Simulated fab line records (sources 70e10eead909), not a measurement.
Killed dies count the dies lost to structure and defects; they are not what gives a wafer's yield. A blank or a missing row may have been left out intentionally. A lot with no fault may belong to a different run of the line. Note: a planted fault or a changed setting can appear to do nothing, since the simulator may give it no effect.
A sampling plan put to the test / flow nand harc / 21 faults told of in these records, all on one fab line, each judged by the records of the lots it struck
The line's own looks make up the plan; these are the steps of the route where a gauge or inspection reads the wafer and leaves it unchanged. A look can be judged if struck wafers have a number there and the file gives its usual mean and standard deviation on fault-free wafers. Caught: at a look after the fault's first step, the mean of the struck wafers lies 4 or more of those standard deviations (sigma) from the usual mean. On the tool: here the same test is run on the tool's own readings at the fault's steps. If the struck wafers alone have a blank record, or they carry another recipe, that too counts as caught.

== THE FAULTS, as the simulator had put them in ==
1. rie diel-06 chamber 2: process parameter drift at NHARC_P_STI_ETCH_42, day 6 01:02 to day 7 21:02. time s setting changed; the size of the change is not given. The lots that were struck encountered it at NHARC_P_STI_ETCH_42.
2. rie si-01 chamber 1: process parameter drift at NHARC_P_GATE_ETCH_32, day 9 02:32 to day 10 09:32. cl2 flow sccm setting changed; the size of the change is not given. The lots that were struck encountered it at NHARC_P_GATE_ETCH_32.
3. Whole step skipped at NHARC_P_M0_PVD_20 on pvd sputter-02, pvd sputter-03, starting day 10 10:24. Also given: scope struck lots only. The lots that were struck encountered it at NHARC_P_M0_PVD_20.
4. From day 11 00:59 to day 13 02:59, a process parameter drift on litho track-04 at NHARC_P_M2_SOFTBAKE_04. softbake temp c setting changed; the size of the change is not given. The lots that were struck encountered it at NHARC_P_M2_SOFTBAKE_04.
5. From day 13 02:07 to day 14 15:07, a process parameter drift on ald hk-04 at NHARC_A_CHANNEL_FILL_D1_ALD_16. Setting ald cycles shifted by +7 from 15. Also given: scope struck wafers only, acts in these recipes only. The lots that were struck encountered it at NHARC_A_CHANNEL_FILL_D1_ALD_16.
6. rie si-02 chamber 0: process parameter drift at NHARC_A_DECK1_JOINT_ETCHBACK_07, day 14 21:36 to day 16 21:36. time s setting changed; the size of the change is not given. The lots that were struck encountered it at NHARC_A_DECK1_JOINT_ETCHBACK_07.
7. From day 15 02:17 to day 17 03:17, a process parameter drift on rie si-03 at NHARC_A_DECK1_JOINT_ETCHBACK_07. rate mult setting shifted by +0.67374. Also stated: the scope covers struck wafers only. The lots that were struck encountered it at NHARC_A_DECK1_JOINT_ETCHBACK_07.
8. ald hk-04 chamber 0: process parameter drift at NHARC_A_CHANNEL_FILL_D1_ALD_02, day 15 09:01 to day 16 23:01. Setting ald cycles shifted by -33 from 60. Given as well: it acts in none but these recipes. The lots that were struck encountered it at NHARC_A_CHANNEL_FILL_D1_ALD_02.
9. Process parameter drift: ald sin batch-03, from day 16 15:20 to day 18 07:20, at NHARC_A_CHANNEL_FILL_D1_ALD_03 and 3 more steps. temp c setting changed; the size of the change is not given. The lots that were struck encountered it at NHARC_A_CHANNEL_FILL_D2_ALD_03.
10. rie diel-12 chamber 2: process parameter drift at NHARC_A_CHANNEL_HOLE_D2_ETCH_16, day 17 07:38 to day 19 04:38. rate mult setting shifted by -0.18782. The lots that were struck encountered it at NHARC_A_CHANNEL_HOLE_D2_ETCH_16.
11. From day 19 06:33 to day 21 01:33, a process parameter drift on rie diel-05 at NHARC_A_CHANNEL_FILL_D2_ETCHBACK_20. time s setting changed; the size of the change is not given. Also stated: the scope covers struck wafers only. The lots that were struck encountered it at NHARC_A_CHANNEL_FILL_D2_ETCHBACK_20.
12. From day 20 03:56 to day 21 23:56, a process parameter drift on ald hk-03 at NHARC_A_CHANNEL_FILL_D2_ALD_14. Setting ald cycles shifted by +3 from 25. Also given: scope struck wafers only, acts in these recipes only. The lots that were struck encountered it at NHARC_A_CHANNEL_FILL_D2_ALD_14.
13. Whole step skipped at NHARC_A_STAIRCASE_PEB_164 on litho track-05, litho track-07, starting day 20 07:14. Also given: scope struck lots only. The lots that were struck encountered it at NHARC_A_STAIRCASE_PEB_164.
14. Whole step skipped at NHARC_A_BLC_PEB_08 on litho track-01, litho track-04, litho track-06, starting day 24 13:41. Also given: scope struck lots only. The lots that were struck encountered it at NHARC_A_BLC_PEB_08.
15. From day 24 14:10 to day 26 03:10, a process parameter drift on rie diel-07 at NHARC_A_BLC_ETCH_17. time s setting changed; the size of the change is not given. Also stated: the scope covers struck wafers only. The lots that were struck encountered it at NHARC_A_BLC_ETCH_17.
16. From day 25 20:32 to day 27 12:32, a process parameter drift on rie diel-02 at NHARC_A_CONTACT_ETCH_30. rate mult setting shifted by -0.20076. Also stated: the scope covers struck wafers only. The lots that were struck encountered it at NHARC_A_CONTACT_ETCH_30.
17. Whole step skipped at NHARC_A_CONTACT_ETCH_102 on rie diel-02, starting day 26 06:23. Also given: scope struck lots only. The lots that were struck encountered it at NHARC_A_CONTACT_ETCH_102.
18. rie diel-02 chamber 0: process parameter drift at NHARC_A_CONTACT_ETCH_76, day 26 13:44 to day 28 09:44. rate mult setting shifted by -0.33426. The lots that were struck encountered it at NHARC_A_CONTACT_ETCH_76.
19. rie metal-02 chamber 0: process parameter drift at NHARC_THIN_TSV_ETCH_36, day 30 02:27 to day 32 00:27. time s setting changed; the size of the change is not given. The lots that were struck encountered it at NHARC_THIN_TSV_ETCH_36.
20. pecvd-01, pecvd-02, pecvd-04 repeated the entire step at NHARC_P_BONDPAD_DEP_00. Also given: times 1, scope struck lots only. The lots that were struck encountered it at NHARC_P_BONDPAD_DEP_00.
21. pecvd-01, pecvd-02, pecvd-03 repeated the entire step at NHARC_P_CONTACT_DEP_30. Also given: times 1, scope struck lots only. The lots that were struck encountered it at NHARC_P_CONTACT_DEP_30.

== WHAT THE PLAN SAW ==
fault=1; on the tool itself=run length s -25 sigma; first look that catches it=none of the 2 looks that can be judged after it; reading, sigma=-; median hours from its first step to that look=-; hours from the fault's start to the first struck lot there=-; judged looks passed uncaught=2
fault=2; on the tool itself=mfc cl2 sccm -64 sigma; first look that catches it=not the one look that can be judged after it; reading, sigma=-; median hours from its first step to that look=-; hours from the fault's start to the first struck lot there=-; judged looks passed uncaught=1
fault=3; on the tool itself=the tool's record is blank for the struck wafers; first look that catches it=no look after it can be judged; reading, sigma=-; median hours from its first step to that look=-; hours from the fault's start to the first struck lot there=-; judged looks passed uncaught=0
fault=4; on the tool itself=heater power total W +13 sigma; first look that catches it=not the one look that can be judged after it; reading, sigma=-; median hours from its first step to that look=-; hours from the fault's start to the first struck lot there=-; judged looks passed uncaught=1
fault=5; on the tool itself=under 2 sigma; first look that catches it=not the one look that can be judged after it; reading, sigma=strongest: killed at periphery at NHARC_END_SORT_01, +2.0; median hours from its first step to that look=-; hours from the fault's start to the first struck lot there=-; judged looks passed uncaught=1
fault=6; on the tool itself=run length s -35 sigma; first look that catches it=no look after it can be judged; reading, sigma=-; median hours from its first step to that look=-; hours from the fault's start to the first struck lot there=-; judged looks passed uncaught=0
fault=7; on the tool itself=oes product au +47 sigma; first look that catches it=no look after it can be judged; reading, sigma=-; median hours from its first step to that look=-; hours from the fault's start to the first struck lot there=-; judged looks passed uncaught=0
fault=8; on the tool itself=under 2 sigma; first look that catches it=not the one look that can be judged after it; reading, sigma=-; median hours from its first step to that look=-; hours from the fault's start to the first struck lot there=-; judged looks passed uncaught=1
fault=9; on the tool itself=susceptor temp C -84 sigma; first look that catches it=not the one look that can be judged after it; reading, sigma=-; median hours from its first step to that look=-; hours from the fault's start to the first struck lot there=-; judged looks passed uncaught=1
fault=10; on the tool itself=oes product au -9.3 sigma; first look that catches it=not the one look that can be judged after it; reading, sigma=-; median hours from its first step to that look=-; hours from the fault's start to the first struck lot there=-; judged looks passed uncaught=1
fault=11; on the tool itself=run length s -5.4 sigma; first look that catches it=not the one look that can be judged after it; reading, sigma=strongest: killed at other at NHARC_END_SORT_01, +2.3; median hours from its first step to that look=-; hours from the fault's start to the first struck lot there=-; judged looks passed uncaught=1
fault=12; on the tool itself=under 2 sigma; first look that catches it=no look after it can be judged; reading, sigma=-; median hours from its first step to that look=-; hours from the fault's start to the first struck lot there=-; judged looks passed uncaught=0
fault=13; on the tool itself=the tool's record is blank for the struck wafers; first look that catches it=no look after it can be judged; reading, sigma=-; median hours from its first step to that look=-; hours from the fault's start to the first struck lot there=-; judged looks passed uncaught=0
fault=14; on the tool itself=the tool's record is blank for the struck wafers; first look that catches it=no look after it can be judged; reading, sigma=-; median hours from its first step to that look=-; hours from the fault's start to the first struck lot there=-; judged looks passed uncaught=0
fault=15; on the tool itself=run length s +28 sigma; first look that catches it=not the one look that can be judged after it; reading, sigma=-; median hours from its first step to that look=-; hours from the fault's start to the first struck lot there=-; judged looks passed uncaught=1
fault=16; on the tool itself=oes product au -7.0 sigma; first look that catches it=not the one look that can be judged after it; reading, sigma=-; median hours from its first step to that look=-; hours from the fault's start to the first struck lot there=-; judged looks passed uncaught=1
fault=17; on the tool itself=the tool's record is blank for the struck wafers; first look that catches it=no look after it can be judged; reading, sigma=-; median hours from its first step to that look=-; hours from the fault's start to the first struck lot there=-; judged looks passed uncaught=0
fault=18; on the tool itself=oes product au -21 sigma; first look that catches it=NHARC_END_SORT_01; reading, sigma=killed dies +38; median hours from its first step to that look=62.5; hours from the fault's start to the first struck lot there=67; judged looks passed uncaught=0
fault=19; on the tool itself=run length s -16 sigma; first look that catches it=none of the 2 looks that can be judged after it; reading, sigma=-; median hours from its first step to that look=-; hours from the fault's start to the first struck lot there=-; judged looks passed uncaught=2
fault=20; on the tool itself=under 2 sigma; first look that catches it=not the one look that can be judged after it; reading, sigma=-; median hours from its first step to that look=-; hours from the fault's start to the first struck lot there=-; judged looks passed uncaught=1
fault=21; on the tool itself=under 2 sigma; first look that catches it=no look after it can be judged; reading, sigma=-; median hours from its first step to that look=-; hours from the fault's start to the first struck lot there=-; judged looks passed uncaught=0
A dash: this means the fault isn't caught or the number doesn't appear in these records.

Caught at a look: 1 of 21. Caught on the tool: 16 of 21. By one or the other: 16 of 21.
Faults 1, 2, 3, 4, 6, 7, 9, 10, 11, 13, 14, 15, 16, 17, 19 were caught on the tool alone.
Caught by neither: faults 5, 8, 12, 20, 21.

== THINNER SAMPLING ==
If the look that catches a fault measured only every second or every third lot, by lot number, the first struck lot would be measured this late in the worst case:
fault=18; struck lots at that look, in order of time=L601, L602; every lot=67 h; every second lot=84 h; every third lot=may miss all 2
Hours count from the start of the fault until the first struck lot that is measured. Since the struck wafers were tested as one group against 4 sigma, a single lot by itself may lie under the limit. Other struck lots may not be in these records.

== THE LONGEST TIMED WAY FROM STEP TO LOOK ==
Fault 18: a median of 62.5 hours passes between NHARC_A_CONTACT_ETCH_76 and NHARC_END_SORT_01. No look between them can be judged.
